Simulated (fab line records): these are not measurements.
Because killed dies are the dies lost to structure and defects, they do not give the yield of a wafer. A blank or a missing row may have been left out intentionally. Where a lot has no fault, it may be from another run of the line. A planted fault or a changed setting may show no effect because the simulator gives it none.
Matching of chambers || flow n5_finfet || 4 sister chambers for N5_BEOL_M0_STRIP_140 on rie_diel-03
The step strips in CF4. 4 wafers are shown with their chamber, then 11 later ones without.

== WAFERS, EACH WITH ITS CHAMBER ==
{"wafer": "L084.6", "chamber": 3, "throttle_valve_pct (%)": 13.76}
{"wafer": "L086.1", "chamber": 0, "throttle_valve_pct (%)": 13.41}
{"wafer": "L086.5", "chamber": 1, "throttle_valve_pct (%)": 13.69}
{"wafer": "L088.1", "chamber": 2, "throttle_valve_pct (%)": 13.33}

== WAFERS WITHOUT THEIR CHAMBER ==
{"wafer": "L088.2", "throttle_valve_pct (%)": 13.40}
{"wafer": "L088.4", "throttle_valve_pct (%)": 13.78}
{"wafer": "L091.4", "throttle_valve_pct (%)": 13.44}
{"wafer": "L091.5", "throttle_valve_pct (%)": 13.42}
{"wafer": "L091.6", "throttle_valve_pct (%)": 13.71}
{"wafer": "L094.4", "throttle_valve_pct (%)": 13.81}
{"wafer": "L094.5", "throttle_valve_pct (%)": 13.38}
{"wafer": "L094.6", "throttle_valve_pct (%)": 13.80}
{"wafer": "L095.1", "throttle_valve_pct (%)": 13.39}
{"wafer": "L095.3", "throttle_valve_pct (%)": 13.45}
{"wafer": "L095.6", "throttle_valve_pct (%)": 13.43}

== CHAMBER TAKEN BY EACH ==
{"wafer": "L088.2", "from the rows above": 0, "in truth": 0}
{"wafer": "L088.4", "from the rows above": 3, "in truth": 3}
{"wafer": "L091.4", "from the rows above": 0, "in truth": 0}
{"wafer": "L091.5", "from the rows above": 0, "in truth": 0}
{"wafer": "L091.6", "from the rows above": "can't be placed: 1 or 3", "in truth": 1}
{"wafer": "L094.4", "from the rows above": 3, "in truth": 3}
{"wafer": "L094.5", "from the rows above": "can't be placed: 0 or 2", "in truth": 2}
{"wafer": "L094.6", "from the rows above": 3, "in truth": 3}
{"wafer": "L095.1", "from the rows above": "can't be placed: 0 or 2", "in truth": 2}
{"wafer": "L095.3", "from the rows above": 0, "in truth": 0}
{"wafer": "L095.6", "from the rows above": 0, "in truth": 0}
Placed correctly: 8 of 11. Cannot be placed on the basis of these rows: 3; the candidates contain the true chamber in 3. Placed wrongly: 0.
How it was worked out, from the rows above alone: a wafer's distance from a chamber is the root of the sum, over the readings, of the square of ((its reading less the chamber's mean) divided by the reading's scatter). If the next closest chamber is less than 2 further off than the closest, the wafer can't be placed; otherwise it belongs to the closest. The mean given for a chamber averages the wafers shown for that chamber. The scatter: root of mean squared gap, hidden wafer to nearest shown wafer, with one shown wafer a chamber.
